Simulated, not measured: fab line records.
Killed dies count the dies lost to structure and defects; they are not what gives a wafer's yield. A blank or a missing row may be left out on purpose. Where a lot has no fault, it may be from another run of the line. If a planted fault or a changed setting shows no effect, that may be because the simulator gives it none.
fab line records | flow n5-finfet
record lots=9 | wafers=27 | last-day=17
route steps=1938 shown BEOL_M6@1236 PASSIVATION@1936
lots that met no fault: taken from a fault-free run of the same line
start-h: the number of hours between the record's first day and the start of the first shown wafer of the lot | wait-h: hours elapsed since this lot's preceding step | " identical to the entry in the row above | L1.1+2: a row that stands for several wafers | - either no value or no given start | * or withheld: withheld | < > ~ a bound
route shown NAME@n: names a module that has steps shown in the file, with the first one's number in the route | usual: the fault-free wafers' mean and standard deviation | same: alike in all rows | chamber/n: place in a boat | sites: each site's reading | _std_site: how widely they spread, as a standard deviation | _edge_site: mean of outer sites minus mean of inner sites | radius-mm: for every site, how far away it sits from the centre of the wafer | mask NAME#n: copy n | behind: the tool/chamber that last shaped the wafer | hold: why the lot was held/for how many hours/how that ended | device: which transistor (n, p or np) failed to switch | end of line: tests of these same wafers at the route's end | a step given without rows: its recipe and nothing more | killed: at the first sort, the dies lost to defects and structure; wafer yield is something else | map: a wafer's dies, x killed, . not, _ none there
set.NAME: the setting that was run; set.NAME@STEP: the one run at that earlier step | model.NAME: the simulator's own value behind a step, which no gauge read
one table for each step of the route and one row for each wafer, over a sample of lots
services: from which hour (start-h, from the record's first day; less than 0 if before it) a tool's chamber was out of use, for how many hours, and why
## steps
# step N5_BEOL_M6_VIA_ETCH_34
# recipe chemistry=C4F6/O2 | target=SiCOH_lowk | target-depth-a=1263 | mask-material=SOC | taper-deg=4 | time-s=50.9 | ion-energy-ev=250 | pressure-mtorr=30 | source-w=345 | bias-w=185 | Ar_flow_sccm=300 | C4F6_flow_sccm=10 | O2_flow_sccm=10
# usual drypump-motor-current-A=5.9/0.39 | oes-product-au=0.80/0.094 | rf-fwd-power-W=341.5/1.4 | rf-vpp-V=666/14 | showerhead-plenum-p-Torr=2.86/0.1 | throttle-valve-pct=20.84/0.22
lot.wafer | tool        | chamber | start-h | wait-h | drypump-motor-current-A | oes-product-au | rf-fwd-power-W | rf-hours-counter-h | rf-vpp-V | showerhead-plenum-p-Torr | throttle-valve-pct
L451.1    | rie-diel-03 | 1       | 194.46  | 0.0    | 5.8                     | 0.86           | 341.7          | 35                 | 673      | 2.87                     | 20.81
L451.2    | "           | 3       | "       | "      | 5.5                     | 0.91           | 343.2          | 23                 | 641      | 2.79                     | 20.88
L451.6    | "           | 1       | "       | "      | 5.8                     | 0.86           | 341.8          | -                  | 672      | 2.87                     | 20.81
L452.3    | rie-diel-03 | 0       | 201.63  | 0.0    | 5.8                     | 0.69           | 342.0          | 221                | 682      | 2.93                     | 20.54
L452.4    | "           | 1       | "       | "      | 5.8                     | 0.86           | 341.8          | -                  | 672      | 2.87                     | 20.82
L452.5    | "           | 2       | "       | "      | 5.9                     | 0.68           | 340.5          | -                  | 645      | 2.70                     | 20.83
L454.1    | rie-diel-03 | 1       | 212.22  | 0.0    | 5.8                     | 0.84           | 342.8          | 43                 | 673      | 2.87                     | 20.83
L454.3    | "           | 3       | "       | "      | 5.5                     | 0.90           | 341.0          | 26                 | 640      | 2.79                     | 20.88
L454.6    | "           | 3       | "       | "      | 5.5                     | 0.89           | 342.0          | -                  | 638      | 2.79                     | 20.88
L456.1    | rie-diel-05 | 0       | 231.95  | 0.0    | 6.6                     | 0.78           | 342.0          | 124                | 672      | 2.97                     | 20.94
L456.4    | "           | 2       | "       | "      | 5.1                     | 0.87           | 342.3          | 37                 | 657      | 3.03                     | 20.61
L456.5    | "           | 1       | "       | "      | 5.6                     | 0.69           | 343.6          | -                  | 674      | 2.69                     | 20.84
L458.1    | rie-diel-04 | 2       | 237.30  | 0.0    | 5.4                     | 0.70           | 340.0          | 205                | 687      | 2.71                     | 20.86
L458.2    | "           | 0       | "       | "      | 6.4                     | 0.96           | 341.6          | 4                  | 647      | 2.93                     | 21.28
L458.3    | "           | 3       | "       | "      | 5.6                     | 0.91           | 342.9          | 16                 | 673      | 2.89                     | 20.68
L462.1    | rie-diel-04 | 3       | 261.55  | 0.0    | 5.7                     | 0.91           | 342.2          | 21                 | 675      | 2.89                     | 20.70
L462.4    | "           | 2       | "       | "      | 5.5                     | 0.70           | 338.1          | 214                | 686      | 2.70                     | 20.89
L462.5    | "           | 2       | "       | "      | 5.5                     | 0.70           | 339.3          | -                  | 686      | 2.70                     | 20.88
L463.2    | rie-diel-04 | 0       | 263.61  | 0.0    | 6.4                     | 0.92           | 340.0          | 14                 | 648      | 2.92                     | 21.29
L463.5    | "           | 1       | "       | "      | 6.1                     | 0.81           | 341.8          | -                  | 671      | 2.87                     | 20.75
L463.6    | "           | 0       | "       | "      | 6.4                     | 0.94           | 342.8          | -                  | 648      | 2.92                     | 21.29
L467.1    | rie-diel-04 | 3       | 292.62  | 0.0    | 5.7                     | 0.88           | 340.3          | 31                 | 673      | 2.89                     | 20.71
L467.3    | "           | 2       | "       | "      | 5.5                     | 0.69           | 339.4          | 224                | 686      | 2.70                     | 20.89
L467.6    | "           | 3       | "       | "      | 5.6                     | 0.88           | 340.6          | -                  | 673      | 2.89                     | 20.72
L472.1    | rie-diel-05 | 2       | 329.37  | 0.0    | 5.1                     | 0.83           | 339.9          | 73                 | 655      | 3.02                     | 20.67
L472.2    | "           | 3       | "       | "      | 5.7                     | 0.97           | 340.3          | 8                  | 671      | 2.79                     | 20.51
L472.3    | "           | 1       | "       | "      | 5.6                     | 0.98           | 341.7          | 1                  | 686      | 3.02                     | 20.58
# step N5_BEOL_M6_TRENCH_ETCH_37
# recipe chemistry=C4F6/O2 | target-depth-a=944.35 | target=SiCOH_lowk | time-s=31.5 | ion-energy-ev=250 | pressure-mtorr=30 | source-w=345 | bias-w=185 | Ar_flow_sccm=300 | C4F6_flow_sccm=10 | O2_flow_sccm=10
# usual drypump-motor-current-A=5.9/0.38 | oes-product-au=0.81/0.094 | rf-fwd-power-W=340.2/1.5 | rf-vpp-V=666/14 | showerhead-plenum-p-Torr=2.86/0.1 | throttle-valve-pct=20.87/0.22
lot.wafer | tool        | chamber | start-h | wait-h | drypump-motor-current-A | oes-product-au | rf-fwd-power-W | rf-hours-counter-h | rf-vpp-V | showerhead-plenum-p-Torr | throttle-valve-pct
L451.1    | rie-diel-03 | 1       | 194.55  | -      | 5.8                     | 0.86           | 340.3          | 35                 | 674      | 2.87                     | 20.84
L451.2    | "           | 3       | "       | "      | 5.5                     | 0.90           | 339.5          | 23                 | 641      | 2.79                     | 20.90
L451.6    | "           | 1       | "       | "      | 5.8                     | 0.86           | 341.5          | -                  | 674      | 2.87                     | 20.85
L452.3    | rie-diel-03 | 0       | 201.72  | -      | 5.8                     | 0.69           | 341.0          | 221                | 683      | 2.93                     | 20.57
L452.4    | "           | 1       | "       | "      | 5.8                     | 0.85           | 342.6          | -                  | 674      | 2.87                     | 20.84
L452.5    | "           | 2       | "       | "      | 5.8                     | 0.68           | 338.8          | -                  | 646      | 2.70                     | 20.86
L454.1    | rie-diel-03 | 1       | 212.31  | -      | 5.8                     | 0.84           | 340.6          | 43                 | 673      | 2.87                     | 20.87
L454.3    | "           | 3       | "       | "      | 5.5                     | 0.90           | 340.2          | 26                 | 640      | 2.79                     | 20.90
L454.6    | "           | 3       | "       | "      | 5.5                     | 0.90           | 340.2          | -                  | 642      | 2.79                     | 20.90
L456.1    | rie-diel-05 | 0       | 232.04  | -      | 6.6                     | 0.79           | 342.7          | 124                | 672      | 2.97                     | 20.98
L456.4    | "           | 2       | "       | "      | 5.1                     | 0.88           | 338.9          | 37                 | 656      | 3.03                     | 20.66
L456.5    | "           | 1       | "       | "      | 5.6                     | 0.69           | 342.6          | -                  | 674      | 2.69                     | 20.87
L458.1    | rie-diel-04 | 2       | 237.39  | -      | 5.4                     | 0.69           | 337.9          | 205                | 686      | 2.71                     | 20.89
L458.2    | "           | 0       | "       | "      | 6.4                     | 0.96           | 342.6          | 5                  | 647      | 2.93                     | 21.30
L458.3    | "           | 3       | "       | "      | 5.7                     | 0.92           | 340.8          | 16                 | 672      | 2.89                     | 20.72
L462.1    | rie-diel-04 | 3       | 261.64  | -      | 5.7                     | 0.91           | 341.8          | 21                 | 675      | 2.89                     | 20.73
L462.4    | "           | 2       | "       | "      | 5.5                     | 0.70           | 338.1          | 214                | 687      | 2.70                     | 20.89
L462.5    | "           | 2       | "       | "      | 5.5                     | 0.70           | 335.8          | -                  | 685      | 2.70                     | 20.91
L463.2    | rie-diel-04 | 0       | 263.70  | -      | 6.4                     | 0.93           | 342.0          | 14                 | 647      | 2.92                     | 21.31
L463.5    | "           | 1       | "       | "      | 6.1                     | 0.82           | 340.6          | -                  | 669      | 2.87                     | 20.79
L463.6    | "           | 0       | "       | "      | 6.4                     | 0.93           | 339.6          | -                  | 648      | 2.92                     | 21.31
L467.1    | rie-diel-04 | 3       | 292.71  | -      | 5.7                     | 0.89           | 342.1          | 31                 | 673      | 2.89                     | 20.74
L467.3    | "           | 2       | "       | "      | 5.5                     | 0.66           | 275.1          | 224                | 760      | 2.70                     | 20.91
L467.6    | "           | 3       | "       | "      | 5.7                     | 0.89           | 342.2          | -                  | 673      | 2.89                     | 20.76
L472.1    | rie-diel-05 | 2       | 329.46  | -      | 5.1                     | 0.83           | 340.5          | 73                 | 655      | 3.02                     | 20.70
L472.2    | "           | 3       | "       | "      | 5.7                     | 0.97           | 340.5          | 8                  | 673      | 2.79                     | 20.54
L472.3    | "           | 1       | "       | "      | 5.6                     | 0.96           | 339.3          | 1                  | 686      | 3.02                     | 20.61
# step N5_BEOL_M6_OCD_MEAS_38
# usual trench-depth-nm=94.4/1.8
lot.wafer | tool   | chamber | start-h | wait-h | trench-depth-nm
L451.1    | ocd-01 | -       | 194.70  | -      | 95.9
L451.2    | "      | -       | "       | "      | 94.4
L451.6    | "      | -       | "       | "      | 95.5
L452.3    | ocd-02 | -       | 201.88  | -      | 91.6
L452.4    | "      | -       | "       | "      | 94.1
L452.5    | "      | -       | "       | "      | 90.0
L454.1    | ocd-01 | -       | 212.47  | -      | 95.6
L454.3    | "      | -       | "       | "      | 93.4
L454.6    | "      | -       | "       | "      | 94.5
L456.1    | ocd-01 | -       | 232.19  | -      | 94.2
L456.4    | "      | -       | "       | "      | 94.8
L456.5    | "      | -       | "       | "      | 92.7
L458.1    | ocd-02 | -       | 237.55  | -      | 92.7
L458.2    | "      | -       | "       | "      | 95.9
L458.3    | "      | -       | "       | "      | 96.4
L462.1    | ocd-02 | -       | 261.79  | -      | 96.1
L462.4    | "      | -       | "       | "      | 94.6
L462.5    | "      | -       | "       | "      | 93.8
L463.2    | ocd-02 | -       | 263.86  | -      | 96.7
L463.5    | "      | -       | "       | "      | 96.2
L463.6    | "      | -       | "       | "      | 96.0
L467.1    | ocd-02 | -       | 292.87  | -      | 96.9
L467.3    | "      | -       | "       | "      | 87.1
L467.6    | "      | -       | "       | "      | 96.5
L472.1    | ocd-01 | -       | 329.61  | -      | 94.3
L472.2    | "      | -       | "       | "      | 95.9
L472.3    | "      | -       | "       | "      | 92.6
# step N5_BEOL_M6_CURE_75
# recipe temp-c=370 | time-s=120 | ambient=DMADMS/He | material=SiCOH_lowk
# usual lamp-power-pct=52.31/0.055 | wafer_temp_C_max=371.9/0.59
lot.wafer | tool       | chamber | start-h | wait-h | lamp-power-pct | wafer_temp_C_max
L451.1    | uv-cure-02 | 1       | 194.90  | 0.0    | 52.37          | 371.7
L451.2    | "          | 1       | "       | "      | 52.38          | 371.4
L451.6    | "          | 1       | "       | "      | 52.31          | 371.3
L452.3    | uv-cure-01 | 1       | 202.17  | 0.1    | 52.26          | 373.4
L452.4    | "          | 1       | "       | "      | 52.30          | 372.7
L452.5    | "          | 1       | "       | "      | 52.17          | 372.6
L454.1    | uv-cure-02 | 2       | 212.66  | 0.0    | 52.48          | 372.1
L454.3    | "          | 2       | "       | "      | 52.39          | 372.5
L454.6    | "          | 2       | "       | "      | 52.31          | 372.6
L456.1    | uv-cure-02 | 0       | 232.39  | 0.0    | 52.26          | 371.6
L456.4    | "          | 0       | "       | "      | 52.35          | 371.2
L456.5    | "          | 0       | "       | "      | 52.32          | 371.9
L458.1    | uv-cure-01 | 1       | 237.99  | 0.3    | 52.31          | 372.5
L458.2    | "          | 1       | "       | "      | 52.33          | 373.1
L458.3    | "          | 1       | "       | "      | 52.31          | 372.1
L462.1    | uv-cure-03 | 0       | 261.99  | 0.0    | 52.27          | 372.1
L462.4    | "          | 0       | "       | "      | 52.25          | 372.4
L462.5    | "          | 0       | "       | "      | 52.41          | 372.0
L463.2    | uv-cure-02 | 1       | 264.11  | 0.1    | 52.25          | 371.1
L463.5    | "          | 1       | "       | "      | 52.25          | 371.4
L463.6    | "          | 1       | "       | "      | 52.20          | 371.3
L467.1    | uv-cure-01 | 0       | 293.07  | 0.0    | 52.32          | 371.3
L467.3    | "          | 0       | "       | "      | 52.42          | 370.9
L467.6    | "          | 0       | "       | "      | 52.28          | 370.7
L472.1    | uv-cure-01 | 0       | 329.81  | 0.0    | 52.40          | 371.2
L472.2    | "          | 0       | "       | "      | 52.23          | 371.6
L472.3    | "          | 0       | "       | "      | 52.29          | 371.1
# step N5_BEOL_M6_ALD_77
# recipe material=TaN | target-thk-a=20 | temp-c=275 | ald-precursor-family=PDMAT | ald-co-reactant=NH3 | pressure-torr=3 | carrier-flow-sccm=1500 | pulse-time-s=2 | purge-time-s=3 | co-reactant-purge-time-s=2 | co-reactant-pulse-time-s=3 | ald-cycles=40 | precursor-vessel-temp-c=75 | precursor-vessel-pressure-torr=26.25 | precursor-vessel-carrier-sccm=1000
# usual heater-power-w=422/31
lot.wafer | tool         | chamber | start-h | wait-h | heater-power-w
L451.1    | ald-metal-04 | 3       | 197.41  | 0.0    | 487
L451.2    | "            | 1       | "       | "      | 393
L451.6    | "            | 2       | "       | "      | 419
L452.3    | ald-metal-03 | 1       | 202.94  | 0.0    | 405
L452.4    | "            | 0       | "       | "      | 401
L452.5    | "            | 2       | "       | "      | 432
L454.1    | ald-metal-04 | 3       | 213.10  | 0.0    | 490
L454.3    | "            | 2       | "       | "      | 428
L454.6    | "            | 1       | "       | "      | 389
L456.1    | ald-metal-02 | 2       | 233.03  | 0.0    | 406
L456.4    | "            | 0       | "       | "      | 427
L456.5    | "            | 2       | "       | "      | 402
L458.1    | ald-metal-02 | 1       | 239.31  | 0.0    | 381
L458.2    | "            | 2       | "       | "      | 404
L458.3    | "            | 3       | "       | "      | 477
L462.1    | ald-metal-02 | 2       | 262.78  | 0.0    | 394
L462.4    | "            | 3       | "       | "      | 490
L462.5    | "            | 3       | "       | "      | 473
L463.2    | ald-metal-04 | 0       | 264.64  | 0.0    | 418
L463.5    | "            | 0       | "       | "      | 404
L463.6    | "            | 1       | "       | "      | 399
L467.1    | ald-metal-02 | 3       | 293.73  | 0.3    | 479
L467.3    | "            | 3       | "       | "      | 459
L467.6    | "            | 2       | "       | "      | 413
L472.1    | ald-metal-03 | 3       | 330.60  | 0.4    | 409
L472.2    | "            | 1       | "       | "      | 412
L472.3    | "            | 0       | "       | "      | 403
# step N5_BEOL_M6_THK_MEAS_53
# recipe thk-meas-gauge=xrf | reads=Cu_of_BEOL_M6_ECD_50
# usual M6_THK=81.4/2.1
lot.wafer | tool          | chamber | start-h | wait-h | M6_THK[nm]
L451.1    | film-metro-02 | -       | 198.78  | -      | 82.6
L451.2    | "             | -       | "       | "      | 81.9
L451.6    | "             | -       | "       | "      | 81.3
L452.3    | film-metro-01 | -       | 205.31  | -      | 78.1
L452.4    | "             | -       | "       | "      | 80.0
L452.5    | "             | -       | "       | "      | 77.1
L454.1    | film-metro-02 | -       | 216.22  | -      | 81.6
L454.3    | "             | -       | "       | "      | 82.0
L454.6    | "             | -       | "       | "      | 81.3
L456.1    | film-metro-02 | -       | 234.89  | -      | 82.4
L456.4    | "             | -       | "       | "      | 82.5
L456.5    | "             | -       | "       | "      | 79.6
L458.1    | film-metro-02 | -       | 240.64  | -      | 78.6
L458.2    | "             | -       | "       | "      | 81.5
L458.3    | "             | -       | "       | "      | 83.1
L462.1    | film-metro-01 | -       | 264.28  | -      | 82.6
L462.4    | "             | -       | "       | "      | 81.1
L462.5    | "             | -       | "       | "      | 79.6
L463.2    | film-metro-01 | -       | 266.64  | -      | 84.2
L463.5    | "             | -       | "       | "      | 83.7
L463.6    | "             | -       | "       | "      | 84.5
L467.1    | film-metro-02 | -       | 296.42  | -      | 82.3
L467.3    | "             | -       | "       | "      | 74.6
L467.6    | "             | -       | "       | "      | 83.0
L472.1    | film-metro-02 | -       | 332.31  | -      | 81.0
L472.2    | "             | -       | "       | "      | 84.2
L472.3    | "             | -       | "       | "      | 81.3
# step N5_BEOL_M6_RS_MEAS_57
# recipe thk-meas-gauge=four-point-probe | reads=Cu_of_BEOL_M6_ECD_50+Co_of_BEOL_M6_CVD_78+TaN_of_BEOL_M6_ALD_77
# usual M6_RS=0.285/0.0086
lot.wafer | tool          | chamber | start-h | wait-h | M6_RS[ohm/sq]
L451.1    | film-metro-02 | -       | 198.91  | 0.1    | 0.278
L451.2    | "             | -       | "       | "      | 0.284
L451.6    | "             | -       | "       | "      | 0.284
L452.3    | film-metro-02 | -       | 205.47  | 0.1    | 0.298
L452.4    | "             | -       | "       | "      | 0.291
L452.5    | "             | -       | "       | "      | 0.305
L454.1    | film-metro-01 | -       | 216.38  | 0.1    | 0.282
L454.3    | "             | -       | "       | "      | 0.283
L454.6    | "             | -       | "       | "      | 0.284
L456.1    | film-metro-02 | -       | 235.03  | 0.1    | 0.277
L456.4    | "             | -       | "       | "      | 0.279
L456.5    | "             | -       | "       | "      | 0.288
L458.1    | film-metro-02 | -       | 240.77  | 0.1    | 0.292
L458.2    | "             | -       | "       | "      | 0.282
L458.3    | "             | -       | "       | "      | 0.275
L462.1    | film-metro-02 | -       | 264.41  | 0.1    | 0.283
L462.4    | "             | -       | "       | "      | 0.287
L462.5    | "             | -       | "       | "      | 0.294
L463.2    | film-metro-02 | -       | 266.77  | 0.1    | 0.276
L463.5    | "             | -       | "       | "      | 0.277
L463.6    | "             | -       | "       | "      | 0.274
L467.1    | film-metro-01 | -       | 296.55  | 0.1    | 0.281
L467.3    | "             | -       | "       | "      | 0.317
L467.6    | "             | -       | "       | "      | 0.275
L472.1    | film-metro-02 | -       | 332.44  | 0.1    | 0.286
L472.2    | "             | -       | "       | "      | 0.274
L472.3    | "             | -       | "       | "      | 0.286
# step N5_PASSIVATION_PROBE_49
# usual defect-limited-yield=91.4/1.5 | killed_at_M0_to_M3=35/11 | killed_at_M4_up=16/7 | killed-at-contacts=11/5.3 | killed-at-front-end=37/11 | killed-at-other=3.1/2.8 | killed-dies=102/18 | killed-open=69/15 | killed-short=31/7.8 | sort_bin_5_function=5.1/1.1 | sort_bin_6_memory=3.2/0.69 | sort-n-pass=1078/18 | sort-yield-pct=91.4/1.5
# same gross-dies=1180 | killed-at-back-side=0 | sort_bin_4_leakage[%]=0 | sort_bin_8_speed[%]=0
lot.wafer | tool      | chamber | start-h | wait-h | defect-limited-yield[%] | killed_at_M0_to_M3 | killed_at_M4_up | killed-at-contacts | killed-at-front-end | killed-at-other | killed-dies | killed-open | killed-short | sort_bin_5_function[%] | sort_bin_6_memory[%] | sort-n-pass | sort-yield-pct[%]
L454.1    | prober-01 | -       | 301.03  | 0.0    | 88.0                    | 64                 | 26              | 16                 | 28                  | 8               | 142         | 102         | 39           | 6.8                    | 4.7                  | 1038        | 88.0
L454.3    | prober-01 | -       | 301.13  | 0.1    | 88.6                    | 42                 | 34              | 22                 | 35                  | 2               | 135         | 109         | 25           | 6.8                    | 4.5                  | 1045        | 88.6
L454.6    | prober-01 | -       | 301.28  | 0.3    | 91.1                    | 33                 | 18              | 13                 | 38                  | 3               | 105         | 72          | 32           | 5.8                    | 2.9                  | 1075        | 91.1
L467.1    | prober-02 | -       | 383.19  | 0.0    | 89.9                    | 44                 | 21              | 12                 | 41                  | 1               | 119         | 79          | 34           | 5.8                    | 3.5                  | 1061        | 89.9
L467.3    | prober-02 | -       | 383.29  | 0.1    | 91.7                    | 38                 | 10              | 9                  | 41                  | 0               | 98          | 67          | 29           | 5.3                    | 2.7                  | 1082        | 91.7
L467.6    | prober-02 | -       | 383.44  | 0.3    | 92.3                    | 46                 | 12              | 8                  | 24                  | 1               | 91          | 69          | 18           | 4.7                    | 2.6                  | 1089        | 92.3
# killed by level:class
L454.1 BEOL_M3:geometric-particle:open=18 BEOL_M4:geometric-particle:open=17 MOL_CONTACT_COAG:geometric-particle:open=13 BEOL_M0_SAQP:geometric-particle:open=12 BEOL_M1:geometric-particle:open=11 BEOL_M0_SAQP:geometric-particle:short=10 BEOL_M2:geometric-particle:open=7 FIN_SAQP:geometric-particle:short=5
L454.3 MOL_CONTACT_COAG:geometric-particle:open=20 BEOL_M4:geometric-particle:open=18 STI_FIN_REVEAL:geometric-particle:open=14 BEOL_M0_SAQP:geometric-particle:open=9 DUMMY_GATE:geometric-particle:open=9 BEOL_M3:geometric-particle:open=9 BEOL_M5:geometric-particle:open=8 BEOL_M2:geometric-particle:open=7
L454.6 MOL_CONTACT_COAG:geometric-particle:open=12 BEOL_M3:geometric-particle:open=12 BEOL_M4:geometric-particle:open=11 FIN_SAQP:geometric-particle:short=9 BEOL_M2:geometric-particle:open=7 STI_FIN_REVEAL:geometric-particle:open=6 BEOL_M0_SAQP:geometric-particle:short=5 STARTING-WAFER:geometric-particle:open=4
L467.1 BEOL_M1:geometric-particle:open=15 BEOL_M2:geometric-particle:open=11 MOL_CONTACT_COAG:geometric-particle:open=10 DUMMY_GATE:geometric-particle:open=7 BEOL_M4:geometric-particle:open=7 STI_FIN_REVEAL:geometric-particle:open=6 FIN_SAQP:geometric-particle:short=4 GATE_CUT:geometric-particle:short=4
L467.3 BEOL_M1:geometric-particle:open=9 BEOL_M2:geometric-particle:open=9 MOL_CONTACT_COAG:geometric-particle:open=8 STI_FIN_REVEAL:geometric-particle:open=6 GATE_CUT:geometric-particle:short=5 BEOL_M0_SAQP:geometric-particle:short=5 BEOL_M3:geometric-particle:open=5 BEOL_M4:geometric-particle:open=5
L467.6 BEOL_M1:geometric-particle:open=13 BEOL_M2:geometric-particle:open=8 BEOL_M0_SAQP:geometric-particle:open=8 BEOL_M3:geometric-particle:open=8 MOL_CONTACT_COAG:geometric-particle:open=7 BEOL_M0_SAQP:geometric-particle:short=4 STI_FIN_REVEAL:geometric-particle:open=3 DUMMY_GATE:geometric-particle:open=3
## services
tool         | chamber | start-h | hours | kind
uv-cure-02   | -       | 173.27  | 7.5   | pm
ald-metal-03 | -       | 174.16  | 14.6  | pm
rie-diel-04  | 3       | 176.86  | -     | clean
rie-diel-03  | 3       | 197.84  | 8.7   | repair
uv-cure-02   | -       | 201.66  | 0.3   | repair
rie-diel-03  | 3       | 214.28  | 5.1   | repair
ald-metal-02 | 1       | 221.17  | 3.6   | repair
ald-metal-02 | -       | 224.55  | 0.2   | repair
uv-cure-02   | -       | 237.23  | 1.8   | repair
ald-metal-03 | -       | 239.21  | 1.4   | repair
rie-diel-03  | 3       | 248.74  | 6.3   | repair
rie-diel-04  | 3       | 251.44  | 4.5   | repair
rie-diel-05  | 3       | 256.33  | 3.1   | repair
rie-diel-03  | 2       | 262.22  | 1.6   | repair
rie-diel-04  | 1       | 270.31  | 3.5   | repair
rie-diel-03  | 2       | 283.29  | 16.3  | repair
ald-metal-02 | 0       | 293.16  | 3.1   | repair
ald-metal-02 | 1       | 293.43  | 16.4  | repair
uv-cure-03   | -       | 297.92  | 0.4   | repair
uv-cure-02   | -       | 305.07  | 1.0   | pm
rie-diel-05  | 2       | 309.40  | 3.4   | repair
rie-diel-05  | 3       | 320.86  | 5.4   | repair
ald-metal-03 | 3       | 323.85  | 5.2   | repair
ald-metal-03 | 2       | 325.61  | 15.1  | repair
## key
first-sign step=N5_BEOL_M6_TRENCH_ETCH_37 | reading=rf-fwd-power-W | direction=down | sigmas=42 | usual=* | struck=*
effect step=N5_BEOL_M6_TRENCH_ETCH_37 | reading=rf-vpp-V | direction=up | sigmas=6.5 | usual=666 | struck=760
effect step=N5_BEOL_M6_OCD_MEAS_38 | reading=trench-depth-nm | direction=down | sigmas=4 | usual=94.4 | struck=87.1
effect step=N5_BEOL_M6_THK_MEAS_53 | reading=M6_THK | direction=down | sigmas=3.2 | usual=81.4 | struck=74.6
effect step=N5_BEOL_M6_RS_MEAS_57 | reading=M6_RS | direction=up | sigmas=3.7 | usual=0.285 | struck=0.317
met-at N5_BEOL_M6_TRENCH_ETCH_37
struck-lots L467
struck-wafers L467.3
not-acting-at N5_BEOL_M6_VIA_ETCH_34,N5_BEOL_M6_CURE_75,N5_BEOL_M6_ALD_77
onset-between 261.64 292.71
fault kind=process-parameter-drift | tool=rie-diel-04 | chamber=2 | onset-h=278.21 | steps=N5_BEOL_M6_TRENCH_ETCH_37 | channel=source-w | offset=-62.1 | shape=step | acts-in=these-recipes-only | stated=345
